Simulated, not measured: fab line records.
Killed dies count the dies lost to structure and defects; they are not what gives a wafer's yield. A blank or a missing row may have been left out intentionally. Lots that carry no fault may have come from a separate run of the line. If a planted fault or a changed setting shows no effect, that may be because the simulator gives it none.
fab line records	flow n5-finfet
[record] lots = 10	wafers = 30	last-day = 18
route steps=1938 shown GATE_CUT@491 PAD_METAL@1895 PASSIVATION@1908
lots with no fault: from the same line, run without faults
start-h: hours from the record's first day to the start of the lot's first wafer shown	wait-h: hours elapsed since this lot's preceding step	" repeats the value in the row above	L1.1+2: a row that stands for several wafers	- no value, or no start given	* or withheld: withheld	< > ~ a bound
route shown NAME@n: names a module that has steps shown in the file, with the first one's number in the route	usual: mean/standard deviation of fault-free wafers	same: alike in all rows	chamber/n: place in a boat	sites: the reading at each site	_std_site: the values' standard deviation	_edge_site: inner sites' mean taken away from outer sites' mean	radius-mm: how far each site lies from the wafer's centre	mask NAME#n: copy n	behind: the tool/chamber that last shaped the wafer	hold: why the lot went on hold/how many hours it stayed there/how the hold came to an end	device: names the non-switching transistor (n, p or np)	end of line: the tests these same wafers got at the end of their route	step lacking rows: just its recipe	killed: at the first sort, the dies lost to defects and structure; wafer yield is something else	map: a wafer's dies, x killed, . not, _ none there
set.NAME: the run value of the setting; set.NAME@STEP: its run value at that earlier step	model.NAME: the simulator's own value behind a step, which no gauge read
the route's steps for a sample of lots (tables are steps, rows are wafers)
services: when a tool's chamber went out of use (start-h, in hours from the record's first day, below 0 if earlier), for how many hours, and the reason
[[steps]]
[step N5_GATE_CUT_ETCH_28]
[recipe] chemistry = N2/H2	target = underlayer	target-depth-a = 130	mask-material = CAR-EUV	time-s = 10.4	ion-energy-ev = 200	pressure-mtorr = 30	source-w = 840	bias-w = 150	n2-flow-sccm = 200	h2-flow-sccm = 200	ends = cleared
[usual] drypump-motor-current-A = 5.6/0.33	etch-rf-on-time-s = 10.42/0.2	oes-product-au = 0.66/0.073	rf-vpp-V = 524.3/2.6	showerhead-plenum-p-Torr = 2.56/0.091	throttle-valve-pct = 17.83/0.26
lot.wafer	tool	chamber	start-h	wait-h	drypump-motor-current-A	etch-rf-on-time-s	oes-product-au	rf-hours-counter-h	rf-vpp-V	showerhead-plenum-p-Torr	throttle-valve-pct
L237.3	rie-diel-02	0	84.54	0.0	5.8	10.41	0.63	184	526.2	2.63	17.98
L237.4	"	2	"	"	6.0	10.22	0.67	128	522.6	2.45	17.92
L237.5	"	0	"	"	5.8	10.54	0.63	-	526.8	2.63	17.97
L238.1	rie-diel-02	2	93.67	0.0	6.0	10.53	0.65	129	521.9	2.45	17.93
L238.2	"	1	"	"	5.7	10.72	0.58	248	519.9	2.39	17.87
L238.5	"	0	"	"	5.8	10.65	0.62	-	527.1	2.62	17.99
L239.2	rie-diel-01	0	95.63	0.0	5.9	10.45	0.74	37	525.3	2.59	17.37
L239.3	"	3	"	"	5.3	10.48	0.58	-	522.4	2.51	17.87
L239.4	"	0	"	"	5.9	10.27	0.75	-	526.1	2.59	17.39
L240.1	rie-diel-04	1	105.14	0.0	5.2	9.93	0.77	43	522.8	2.47	17.88
L240.3	"	3	"	"	5.2	10.37	0.59	239	520.9	2.41	17.87
L240.4	"	2	"	"	5.5	10.24	0.67	146	526.4	2.66	17.77
L243.1	rie-diel-01	0	122.67	0.0	5.9	10.46	0.73	47	525.5	2.58	17.40
L243.2	"	3	"	"	5.3	10.62	0.58	228	523.4	2.51	17.87
L243.4	"	1	"	"	5.8	10.58	0.62	192	524.0	2.52	18.29
L245.1	rie-diel-01	2	139.76	0.0	5.4	10.37	0.76	28	522.3	2.49	17.33
L245.3	"	1	"	"	5.8	10.54	0.63	199	523.6	2.52	18.29
L245.5	"	2	"	"	5.3	10.18	0.77	-	522.7	2.49	17.34
L246.1	rie-diel-01	1	141.29	0.0	5.8	10.41	0.62	199	523.2	2.52	18.29
L246.3	"	0	"	"	5.9	10.34	0.73	54	525.4	2.58	17.40
L246.4	"	2	"	"	5.3	10.07	0.76	29	522.0	2.49	17.33
L249.4	rie-diel-04	0	162.00	0.0	5.0	10.76	0.62	187	527.6	2.64	17.86
L249.5	"	3	"	"	5.2	10.40	0.58	-	521.1	2.40	17.89
L249.6	"	0	"	"	4.9	10.63	0.63	-	526.0	2.64	17.84
L251.2	rie-diel-02	3	173.29	0.0	5.9	10.68	0.60	212	526.7	2.62	17.95
L251.4	"	1	"	"	5.7	10.15	0.82	13	528.0	2.70	17.52
L251.5	"	2	"	"	6.0	10.34	0.63	-	518.7	2.44	17.98
L259.1	rie-diel-02	2	218.13	0.0	6.0	10.35	0.63	175	521.2	2.43	18.00
L259.2	"	0	"	"	5.8	10.54	0.60	229	526.1	2.61	18.05
L259.4	"	3	"	"	5.9	10.66	0.60	226	526.4	2.61	17.99
[step N5_PASSIVATION_SPUTTER_20]
[recipe] material = TaN	target-thk-a = 500	temp-c = 25	chamber-pressure-pa = 0.4
[usual] throttle-valve-pct = 29.7/1.4
lot.wafer	tool	chamber	start-h	wait-h	throttle-valve-pct
L237.3	pvd-sputter-02	-	265.11	0.0	31.9
L237.4	"	-	"	"	30.6
L237.5	"	-	"	"	32.1
L238.1	pvd-sputter-02	-	286.87	0.0	29.9
L238.2	"	-	"	"	31.9
L238.5	"	-	"	"	30.2
L239.2	pvd-sputter-01	-	292.23	0.0	31.3
L239.3	"	-	"	"	28.1
L239.4	"	-	"	"	29.1
L240.1	pvd-sputter-01	-	296.81	0.0	27.6
L240.3	"	-	"	"	28.3
L240.4	"	-	"	"	29.1
L243.1	pvd-sputter-02	-	326.61	0.0	29.8
L243.2	"	-	"	"	30.3
L243.4	"	-	"	"	32.4
L246.1	pvd-sputter-01	-	330.91	0.0	28.7
L246.3	"	-	"	"	31.3
L246.4	"	-	"	"	27.4
L245.1	pvd-sputter-02	-	339.01	0.0	30.2
L245.3	"	-	"	"	32.2
L245.5	"	-	"	"	30.4
L249.4	pvd-sputter-01	-	348.92	0.0	28.5
L249.5	"	-	"	"	28.4
L249.6	"	-	"	"	31.3
L251.2	pvd-sputter-01	-	363.59	0.0	28.4
L251.4	"	-	"	"	27.5
L251.5	"	-	"	"	29.2
L259.1	pvd-sputter-02	-	420.02	0.0	32.2
L259.2	"	-	"	"	30.3
L259.4	"	-	"	"	30.4
[step N5_PASSIVATION_DESCUM_32]
[recipe] chemistry = O2	time-s = 7.9	source-power-w = 50	bias-power-w = 20	pressure-mtorr = 20	rf-frequency-hz = 2.712e+07	temp-c = 40	o2-flow-sccm = 225
[usual] drypump-motor-current-A = 5.8/0.33	oes-product-au = 0.83/0.086	rf-vpp-V = 243.7/1.8	showerhead-plenum-p-Torr = 2.12/0.11	throttle-valve-pct = 20.43/0.3
lot.wafer	tool	chamber	start-h	wait-h	drypump-motor-current-A	oes-product-au	rf-hours-counter-h	rf-vpp-V	showerhead-plenum-p-Torr	throttle-valve-pct
L237.3	rie-diel-03	1	265.85	0.1	5.9	0.88	45	243.8	2.12	20.66
L237.4	"	3	"	"	6.1	0.74	-	245.2	2.18	20.67
L237.5	"	2	"	"	6.1	0.72	-	240.8	1.91	20.73
L238.1	rie-diel-03	2	287.65	0.0	6.1	0.73	210	239.8	1.91	20.76
L238.2	"	0	"	"	5.6	1.00	2	241.4	2.06	20.01
L238.5	"	1	"	"	5.9	0.86	-	243.8	2.12	20.68
L239.2	rie-diel-05	0	293.01	0.0	5.3	0.98	3	245.4	2.24	20.61
L239.3	"	1	"	"	6.0	0.66	238	242.7	1.97	20.15
L239.4	"	3	"	"	5.8	0.90	32	244.5	2.22	20.09
L240.1	rie-diel-03	0	297.59	0.0	5.6	0.97	7	243.0	2.06	20.03
L240.3	"	2	"	"	6.1	0.71	215	240.0	1.91	20.75
L240.4	"	3	"	"	6.1	0.74	152	243.9	2.17	20.68
L243.1	rie-diel-03	1	327.28	0.1	5.9	0.84	69	243.6	2.12	20.70
L243.2	"	3	"	"	6.2	0.74	160	243.9	2.17	20.69
L243.4	"	2	"	"	6.2	0.71	223	239.9	1.90	20.75
L246.1	rie-diel-05	2	331.98	0.4	5.4	0.86	58	243.9	2.22	20.35
L246.3	"	0	"	"	5.3	0.94	16	245.5	2.24	20.63
L246.4	"	0	"	"	5.3	0.95	-	245.8	2.24	20.62
L245.1	rie-diel-05	2	339.67	0.0	5.4	0.86	62	244.9	2.22	20.34
L245.3	"	3	"	"	5.8	0.87	51	244.0	2.21	20.11
L245.5	"	2	"	"	5.4	0.85	-	246.3	2.22	20.35
L249.4	rie-diel-03	3	349.62	0.1	6.2	0.73	168	245.1	2.17	20.71
L249.5	"	0	"	"	5.6	0.92	-	241.7	2.05	20.06
L249.6	"	1	"	"	5.9	0.83	-	243.7	2.11	20.70
L251.2	rie-diel-05	3	364.50	0.3	5.8	0.85	61	244.3	2.21	20.11
L251.4	"	1	"	"	5.9	0.98	6	244.5	2.23	19.80
L251.5	"	1	"	"	6.0	0.98	-	244.7	2.23	19.80
L259.1	rie-diel-05	1	420.81	0.0	6.0	0.92	26	245.7	2.22	19.83
L259.2	"	0	"	"	5.3	0.88	50	245.5	2.22	20.69
L259.4	"	3	"	"	5.8	0.83	80	245.0	2.20	20.14
[step N5_PASSIVATION_STRIP_34]
[recipe] chemistry = O2	power-w = 600	temp-c = 60	pressure-mtorr = 30	rf-frequency-hz = 6e+07	bias-power-w = 0	overash-fraction = 2	o2-flow-sccm = 225
[usual] drypump-motor-current-A = 5.9/0.37	oes-product-au = 0.82/0.072	rf-vpp-V = 3.7/1.5	showerhead-plenum-p-Torr = 2.11/0.096	throttle-valve-pct = 16.63/0.25
lot.wafer	tool	chamber	start-h	wait-h	drypump-motor-current-A	oes-product-au	rf-hours-counter-h	rf-vpp-V	showerhead-plenum-p-Torr	throttle-valve-pct
L237.3	rie-diel-06	3	266.46	0.1	6.4	0.86	45	3.5	2.05	16.49
L237.4	"	0	"	"	5.8	0.77	136	3.2	2.02	16.59
L237.5	"	2	"	"	6.2	0.91	-	3.2	2.06	16.51
L238.1	rie-diel-06	0	288.43	0.1	5.8	0.77	144	6.2	2.01	16.65
L238.2	"	2	"	"	6.3	0.90	42	6.0	2.05	16.53
L238.5	"	2	"	"	6.3	0.92	-	1.1	2.05	16.53
L239.2	rie-diel-03	3	293.78	0.1	6.1	0.74	150	5.2	2.18	16.89
L239.3	"	0	"	"	5.6	0.97	6	4.4	2.06	16.22
L239.4	"	2	"	"	6.2	0.70	213	4.5	1.91	17.05
L240.1	rie-diel-03	0	298.20	0.1	5.6	0.93	7	4.5	2.06	16.19
L240.3	"	2	"	"	6.2	0.71	215	4.9	1.91	17.01
L240.4	"	1	"	"	5.9	0.87	59	5.6	2.12	16.87
L243.1	rie-diel-06	2	327.89	0.1	6.2	0.90	54	2.8	2.05	16.50
L243.2	"	1	"	"	5.4	0.83	91	4.6	2.20	16.59
L243.4	"	0	"	"	5.8	0.77	157	3.6	2.01	16.64
L246.1	rie-diel-03	3	332.69	0.2	6.1	0.73	162	7.3	2.17	16.91
L246.3	"	1	"	"	6.0	0.85	72	5.0	2.12	16.84
L246.4	"	0	"	"	5.5	0.93	19	2.4	2.06	16.30
L245.1	rie-diel-03	0	340.27	0.1	5.6	0.92	22	4.4	2.06	16.32
L245.3	"	2	"	"	6.1	0.71	228	0.7	1.91	17.04
L245.5	"	0	"	"	5.6	0.92	-	4.9	2.06	16.36
L249.4	rie-diel-03	0	350.23	0.1	5.5	0.93	26	1.9	2.06	16.29
L249.5	"	2	"	"	6.2	0.71	-	4.3	1.91	17.05
L249.6	"	1	"	"	5.9	0.85	-	7.2	2.12	16.90
L251.2	rie-diel-06	2	365.11	0.1	6.4	0.87	68	4.1	2.04	16.59
L251.4	"	1	"	"	5.4	0.80	105	4.4	2.20	16.60
L251.5	"	2	"	"	6.3	0.86	-	4.2	2.04	16.59
L259.1	rie-diel-05	0	421.41	0.1	5.3	0.87	50	3.8	2.23	16.85
L259.2	"	2	"	"	5.4	0.81	92	3.7	2.21	16.58
L259.4	"	3	"	"	5.8	0.80	80	5.4	2.21	16.37
[step N5_PASSIVATION_PROBE_49]
[usual] defect-limited-yield = 91.1/1.5	killed_at_M0_to_M3 = 35/9.5	killed_at_M4_up = 13/5.2	killed-at-contacts = 12/6.1	killed-at-front-end = 41/14	killed-at-other = 3.8/2.9	killed-dies = 105/17	killed-open = 70/13	killed-short = 33/8.4	sort_bin_5_function = 5.1/0.97	sort_bin_6_memory = 3.4/0.69	sort_bin_8_speed = 0.00/0.007	sort-n-pass = 1075/17	sort-yield-pct = 91.1/1.5
[same] gross-dies = 1180	killed-at-back-side = 0	sort_bin_4_leakage[%] = 0
lot.wafer	tool	chamber	start-h	wait-h	defect-limited-yield[%]	killed_at_M0_to_M3	killed_at_M4_up	killed-at-contacts	killed-at-front-end	killed-at-other	killed-dies	killed-open	killed-short	sort_bin_5_function[%]	sort_bin_6_memory[%]	sort_bin_8_speed[%]	sort-n-pass	sort-yield-pct[%]
L237.3	prober-01	-	271.02	0.1	91.8	47	8	12	24	6	97	54	43	4.5	3.5	0	1083	91.8
L237.4	prober-01	-	271.07	0.2	90.7	47	12	8	35	8	110	69	39	5.0	3.9	0	1070	90.7
L237.5	prober-01	-	271.12	0.2	93.6	22	10	14	24	5	75	59	14	3.6	2.5	0	1105	93.6
L238.1	prober-01	-	292.76	0.0	90.1	65	16	7	24	5	117	73	44	6.4	3.1	0	1063	90.1
L238.2	prober-01	-	292.81	0.1	91.0	57	15	6	24	4	106	68	38	5.3	3.1	0	1074	91.0
L238.5	prober-01	-	292.96	0.2	90.7	47	9	8	39	7	110	82	28	4.6	4.6	0	1070	90.7
L239.2	prober-02	-	298.25	0.1	90.2	49	8	14	35	10	116	69	47	5.9	3.6	0	1064	90.2
L239.3	prober-02	-	298.30	0.1	89.9	51	14	7	45	2	119	72	46	5.8	3.8	0	1061	89.9
L239.4	prober-02	-	298.35	0.2	91.3	35	7	10	47	4	103	60	42	4.6	3.9	0	1077	91.3
L240.1	prober-01	-	302.81	0.3	89.3	51	17	10	45	3	126	96	30	6.3	4.1	0	1054	89.3
L240.3	prober-01	-	302.91	0.4	90.3	54	14	6	37	3	114	75	36	5.7	3.7	0	1066	90.3
L240.4	prober-01	-	302.96	0.5	89.7	28	12	17	61	3	121	81	40	5.4	4.5	0	1059	89.7
L243.1	prober-01	-	333.51	0.0	90.4	50	11	10	42	0	113	82	31	5.8	3.6	0	1067	90.4
L243.2	prober-01	-	333.56	0.1	90.8	29	16	24	38	1	108	76	32	5.0	3.9	0	1072	90.8
L243.4	prober-01	-	333.66	0.2	91.6	26	13	14	45	1	99	66	33	5.5	2.7	0	1081	91.6
L246.1	prober-01	-	337.05	0.0	80.7	26	9	11	181	1	228	69	19	11.7	4.5	0	952	80.7
L246.3	prober-01	-	337.15	0.1	87.1	23	10	8	109	2	152	50	27	7.5	3.6	0	1028	87.1
L246.4	prober-01	-	337.20	0.2	89.3	33	9	8	76	0	126	47	35	5.2	3.6	0	1054	89.3
L245.1	prober-01	-	344.57	0.0	86.5	31	22	14	92	0	159	81	33	7.3	4.9	0	1021	86.5
L245.3	prober-01	-	344.67	0.1	79.2	30	16	14	182	3	245	68	28	12.4	5.0	0	935	79.2
L245.5	prober-01	-	344.77	0.2	86.1	37	15	18	90	4	164	92	33	8.2	4.0	0	1016	86.1
L249.4	prober-01	-	355.32	0.2	91.4	36	11	15	29	10	101	63	36	5.1	3.1	0	1079	91.4
L249.5	prober-01	-	355.37	0.2	93.1	30	8	6	30	7	81	50	29	3.3	3.1	0	1099	93.1
L249.6	prober-01	-	355.42	0.3	89.8	31	12	20	48	9	120	80	37	5.3	4.7	0	1060	89.8
L251.2	prober-01	-	369.49	0.1	91.3	22	19	11	51	0	103	71	28	4.9	3.4	0	1077	91.3
L251.4	prober-01	-	369.59	0.2	91.2	37	24	3	38	2	104	74	29	5.3	3.2	0	1076	91.2
L251.5	prober-01	-	369.64	0.2	91.9	18	14	12	43	8	95	61	32	4.9	3.1	0	1085	91.9
L259.1	prober-02	-	425.77	0.0	90.6	32	11	8	52	8	111	76	35	5.8	3.5	0	1069	90.6
L259.2	prober-02	-	425.82	0.1	91.0	32	13	19	39	3	106	71	32	4.7	3.9	0.08	1074	91.0
L259.4	prober-02	-	425.92	0.2	90.9	33	11	17	42	4	107	67	38	5.3	3.6	0	1073	90.9
// killed by level:class
L237.3 BEOL_M0_SAQP:geometric-particle:short=14 MOL_CONTACT_COAG:geometric-particle:open=10 FIN_SAQP:geometric-particle:short=8 BEOL_M0_SAQP:geometric-particle:open=8 DUMMY_GATE:geometric-particle:open=7 BEOL_M3:geometric-particle:open=6 BEOL_M2:geometric-particle:open=6 BEOL_M1:geometric-particle:open=5
L237.4 BEOL_M1:geometric-particle:open=16 BEOL_M0_SAQP:geometric-particle:short=12 BEOL_M0_SAQP:geometric-particle:open=8 GATE_CUT:geometric-particle:short=7 MOL_CONTACT_COAG:geometric-particle:open=7 DUMMY_GATE:geometric-particle:open=6 FIN_SAQP:geometric-particle:short=5 BEOL_M4:geometric-particle:open=5
L237.5 MOL_CONTACT_COAG:geometric-particle:open=12 STI_FIN_REVEAL:geometric-particle:open=8 BEOL_M1:geometric-particle:open=6 BEOL_M2:geometric-particle:open=5 BEOL_M3:geometric-particle:open=4 GATE_CUT:geometric-particle:open=3 GATE_CUT:geometric-particle:short=3 BEOL_M0_SAQP:geometric-particle:open=3
L238.1 BEOL_M0_SAQP:geometric-particle:open=18 BEOL_M0_SAQP:geometric-particle:short=16 BEOL_M2:geometric-particle:open=9 FIN_SAQP:geometric-particle:open=8 BEOL_M1:geometric-particle:open=7 BEOL_M4:geometric-particle:open=7 MOL_CONTACT_COAG:geometric-particle:open=4 BEOL_M3:geometric-particle:open=4
L238.2 BEOL_M0_SAQP:geometric-particle:short=14 BEOL_M0_SAQP:geometric-particle:open=11 BEOL_M2:geometric-particle:open=8 BEOL_M4:geometric-particle:open=8 BEOL_M3:geometric-particle:open=7 FIN_SAQP:geometric-particle:short=6 MOL_CONTACT_COAG:geometric-particle:open=6 STI_FIN_REVEAL:geometric-particle:open=5
L238.5 BEOL_M0_SAQP:geometric-particle:open=13 BEOL_M3:geometric-particle:open=10 FIN_SAQP:geometric-particle:open=9 MOL_CONTACT_COAG:geometric-particle:open=8 BEOL_M1:geometric-particle:open=8 BEOL_M0_SAQP:geometric-particle:short=7 DUMMY_GATE:geometric-particle:open=6 FIN_SAQP:geometric-particle:short=5
L239.2 BEOL_M0_SAQP:geometric-particle:short=11 BEOL_M1:geometric-particle:open=10 MOL_CONTACT_COAG:geometric-particle:open=9 FIN_SAQP:geometric-particle:short=8 BEOL_M0_SAQP:geometric-particle:open=7 STI_FIN_REVEAL:geometric-particle:open=6 BEOL_M2:geometric-particle:open=6 BEOL_M3:geometric-particle:open=6
L239.3 FIN_SAQP:geometric-particle:short=14 BEOL_M3:geometric-particle:open=8 BEOL_M0_SAQP:geometric-particle:open=8 BEOL_M1:geometric-particle:open=8 BEOL_M2:geometric-particle:open=8 GATE_CUT:geometric-particle:short=7 GATE_CUT:geometric-particle:open=7 FIN_SAQP:geometric-particle:open=6
L239.4 FIN_SAQP:geometric-particle:short=12 BEOL_M2:geometric-particle:open=10 FIN_SAQP:geometric-particle:open=9 MOL_CONTACT_COAG:geometric-particle:open=8 BEOL_M1:geometric-particle:open=8 GATE_CUT:geometric-particle:short=6 BEOL_M0_SAQP:geometric-particle:short=6 STI_FIN_REVEAL:geometric-particle:open=5
L240.1 FIN_SAQP:geometric-particle:open=14 BEOL_M4:geometric-particle:open=13 DUMMY_GATE:geometric-particle:open=11 BEOL_M3:geometric-particle:open=10 MOL_CONTACT_COAG:geometric-particle:open=8 BEOL_M2:geometric-particle:open=8 STI_FIN_REVEAL:geometric-particle:open=7 BEOL_M0_SAQP:geometric-particle:open=6
L240.3 BEOL_M1:geometric-particle:open=17 BEOL_M0_SAQP:geometric-particle:short=9 BEOL_M0_SAQP:geometric-particle:open=9 DUMMY_GATE:geometric-particle:open=8 BEOL_M2:geometric-particle:open=7 FIN_SAQP:geometric-particle:open=6 BEOL_M4:geometric-particle:open=5 FIN_SAQP:geometric-particle:short=4
L240.4 DUMMY_GATE:geometric-particle:open=19 STI_FIN_REVEAL:geometric-particle:open=12 MOL_CONTACT_COAG:geometric-particle:open=11 FIN_SAQP:geometric-particle:open=10 BEOL_M0_SAQP:geometric-particle:open=10 BEOL_M0_SAQP:geometric-particle:short=7 MOL_CONTACT_COAG:geometric-particle:short=6 BEOL_M4:geometric-particle:open=6
L243.1 BEOL_M1:geometric-particle:open=18 STI_FIN_REVEAL:geometric-particle:open=13 BEOL_M2:geometric-particle:open=13 FIN_SAQP:geometric-particle:open=9 MOL_CONTACT_COAG:geometric-particle:open=8 BEOL_M0_SAQP:geometric-particle:open=5 FIN_SAQP:geometric-particle:short=4 BEOL_M1:geometric-particle:short=4
L243.2 MOL_CONTACT_COAG:geometric-particle:open=18 GATE_CUT:geometric-particle:short=9 BEOL_M2:geometric-particle:open=9 BEOL_M5:geometric-particle:open=8 FIN_SAQP:geometric-particle:short=6 MOL_CONTACT_COAG:geometric-particle:short=6 STI_FIN_REVEAL:geometric-particle:open=5 BEOL_M1:geometric-particle:open=5
L243.4 STI_FIN_REVEAL:geometric-particle:open=12 MOL_CONTACT_COAG:geometric-particle:open=12 FIN_SAQP:geometric-particle:open=8 FIN_SAQP:geometric-particle:short=5 BEOL_M2:geometric-particle:open=5 BEOL_M4:geometric-particle:open=5 BEOL_M1:geometric-particle:open=4 GATE_CUT:geometric-particle:short=4
L246.1 GATE_CUT:unspecified=139 STI_FIN_REVEAL:geometric-particle:open=17 BEOL_M3:geometric-particle:open=10 MOL_CONTACT_COAG:geometric-particle:open=9 FIN_SAQP:geometric-particle:open=7 BEOL_M0_SAQP:geometric-particle:open=7 BEOL_M4:geometric-particle:open=6 STARTING-WAFER:geometric-particle:short=4
L246.3 GATE_CUT:unspecified=73 STI_FIN_REVEAL:geometric-particle:open=9 FIN_SAQP:geometric-particle:open=8 MOL_CONTACT_COAG:geometric-particle:open=7 BEOL_M0_SAQP:geometric-particle:short=6 BEOL_M3:geometric-particle:open=6 FIN_SAQP:geometric-particle:short=5 BEOL_M0_SAQP:geometric-particle:open=4
L246.4 GATE_CUT:unspecified=42 BEOL_M3:geometric-particle:open=10 BEOL_M0_SAQP:geometric-particle:short=9 STI_FIN_REVEAL:geometric-particle:open=7 FIN_SAQP:geometric-particle:open=6 FIN_SAQP:geometric-particle:short=5 BEOL_M3:geometric-particle:short=5 STARTING-WAFER:geometric-particle:short=5
L245.1 GATE_CUT:unspecified=41 STI_FIN_REVEAL:geometric-particle:open=18 FIN_SAQP:geometric-particle:open=12 BEOL_M2:geometric-particle:open=12 FIN_SAQP:geometric-particle:short=10 MOL_CONTACT_COAG:geometric-particle:open=9 BEOL_M1:geometric-particle:open=6 MOL_CONTACT_COAG:geometric-particle:short=5
L245.3 GATE_CUT:unspecified=144 MOL_CONTACT_COAG:geometric-particle:open=11 STI_FIN_REVEAL:geometric-particle:open=8 BEOL_M2:geometric-particle:open=7 FIN_SAQP:geometric-particle:open=6 DUMMY_GATE:geometric-particle:open=6 FIN_SAQP:geometric-particle:short=5 BEOL_M1:geometric-particle:open=5
L245.5 GATE_CUT:unspecified=39 STI_FIN_REVEAL:geometric-particle:open=24 MOL_CONTACT_COAG:geometric-particle:open=17 BEOL_M1:geometric-particle:open=9 BEOL_M4:geometric-particle:open=9 STI_FIN_REVEAL:geometric-particle:short=7 BEOL_M0_SAQP:geometric-particle:short=7 BEOL_M2:geometric-particle:open=7
L249.4 MOL_CONTACT_COAG:geometric-particle:open=14 STI_FIN_REVEAL:geometric-particle:open=13 BEOL_M0_SAQP:geometric-particle:short=8 BEOL_M0_SAQP:geometric-particle:open=6 BEOL_M2:geometric-particle:short=6 BEOL_M1:geometric-particle:open=5 BEOL_M7:geometric-particle:open=5 BEOL_M3:geometric-particle:open=4
L249.5 STI_FIN_REVEAL:geometric-particle:open=11 BEOL_M1:geometric-particle:open=9 BEOL_M0_SAQP:geometric-particle:short=7 STI_FIN_REVEAL:geometric-particle:short=5 GATE_CUT:geometric-particle:short=5 MOL_CONTACT_COAG:geometric-particle:open=5 GATE_CUT:geometric-particle:open=4 PASS1_CAP:geometric-particle:open=4
L249.6 STI_FIN_REVEAL:geometric-particle:open=13 MOL_CONTACT_COAG:geometric-particle:open=12 BEOL_M1:geometric-particle:open=10 DUMMY_GATE:geometric-particle:open=9 MOL_CONTACT_COAG:geometric-particle:short=8 BEOL_M0_SAQP:geometric-particle:open=6 BEOL_M4:geometric-particle:open=6 STI_FIN_REVEAL:geometric-particle:short=5
L251.2 FIN_SAQP:geometric-particle:open=23 MOL_CONTACT_COAG:geometric-particle:open=10 FIN_SAQP:geometric-particle:short=9 BEOL_M4:geometric-particle:open=8 BEOL_M6:geometric-particle:open=5 BEOL_M0_SAQP:geometric-particle:short=5 BEOL_M0_SAQP:geometric-particle:open=5 BEOL_M3:geometric-particle:open=4
L251.4 BEOL_M4:geometric-particle:open=11 STI_FIN_REVEAL:geometric-particle:open=8 BEOL_M0_SAQP:geometric-particle:open=8 BEOL_M3:geometric-particle:open=8 FIN_SAQP:geometric-particle:open=6 BEOL_M0_SAQP:geometric-particle:short=6 BEOL_M3:geometric-particle:short=6 STARTING-WAFER:geometric-particle:short=6
L251.5 DUMMY_GATE:geometric-particle:open=10 FIN_SAQP:geometric-particle:open=9 MOL_CONTACT_COAG:geometric-particle:open=8 STI_FIN_REVEAL:geometric-particle:open=7 BEOL_M0_SAQP:geometric-particle:short=7 BEOL_M4:geometric-particle:open=5 GATE_CUT:geometric-particle:short=4 MOL_CONTACT_COAG:geometric-particle:short=4
L259.1 BEOL_M3:geometric-particle:open=16 FIN_SAQP:geometric-particle:open=15 FIN_SAQP:geometric-particle:short=8 STI_FIN_REVEAL:geometric-particle:open=7 DUMMY_GATE:geometric-particle:open=7 BEOL_M0_SAQP:geometric-particle:open=7 STARTING-WAFER:geometric-particle:short=5 MOL_CONTACT_COAG:geometric-particle:open=5
L259.2 MOL_CONTACT_COAG:geometric-particle:open=17 BEOL_M3:geometric-particle:open=10 BEOL_M2:geometric-particle:open=9 STI_FIN_REVEAL:geometric-particle:open=7 FIN_SAQP:geometric-particle:open=5 FIN_SAQP:geometric-particle:short=5 STARTING-WAFER:geometric-particle:short=5 BEOL_M0_SAQP:geometric-particle:short=4
L259.4 MOL_CONTACT_COAG:geometric-particle:open=15 FIN_SAQP:geometric-particle:short=11 BEOL_M0_SAQP:geometric-particle:short=11 BEOL_M2:geometric-particle:open=7 FIN_SAQP:geometric-particle:open=5 STI_FIN_REVEAL:geometric-particle:open=5 BEOL_M0:geometric-particle:open=5 DUMMY_GATE:geometric-particle:open=5
[[services]]
tool	chamber	start-h	hours	kind
pvd-sputter-02	-	69.55	28.8	repair
rie-diel-01	1	93.05	9.4	repair
rie-diel-02	-	94.98	2.8	pm
rie-diel-02	3	98.87	7.9	repair
rie-diel-05	-	117.79	14.6	pm
pvd-sputter-01	-	118.42	0.9	repair
rie-diel-04	-	128.58	28.1	pm
rie-diel-06	0	131.83	6.3	repair
pvd-sputter-01	-	136.93	1.7	repair
rie-diel-05	-	143.02	12.1	repair
pvd-sputter-01	-	147.86	3.0	repair
rie-diel-03	0	160.20	1.9	repair
rie-diel-05	2	178.77	4.2	repair
rie-diel-01	-	196.89	8.3	repair
rie-diel-06	3	240.11	5.5	repair
rie-diel-03	0	255.88	1.4	repair
rie-diel-01	2	258.46	12.2	repair
rie-diel-05	-	259.04	0.4	repair
rie-diel-03	2	267.03	4.8	repair
rie-diel-03	3	284.01	8.3	repair
rie-diel-01	1	323.28	2.4	repair
rie-diel-06	0	342.72	16.7	repair
pvd-sputter-01	-	343.75	1.0	repair
rie-diel-02	2	383.27	9.3	repair
[[key]]
[first-sign] step = N5_PASSIVATION_PROBE_49	reading = killed-at-front-end	direction = up	sigmas = 5.9	usual = 41	struck = 122
[effect] step = N5_PASSIVATION_PROBE_49	reading = defect-limited-yield	direction = down	sigmas = 4.3	usual = 91.1	struck = 84.8
[more-kills-born-at] N5_GATE_CUT_ETCH_28@rie-diel-01 = 478
met-at N5_GATE_CUT_ETCH_28
struck-lots L245,L246
not-acting-at N5_PASSIVATION_SPUTTER_20,N5_PASSIVATION_DESCUM_32,N5_PASSIVATION_STRIP_34
onset-between 122.67 139.76
[fault] kind = chamber-particle-source	tool = rie-diel-01	chamber = -	onset-h = 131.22	steps = N5_GATE_CUT_ETCH_28	rate-per-visit-cm2 = 1.5171	end-h = 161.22
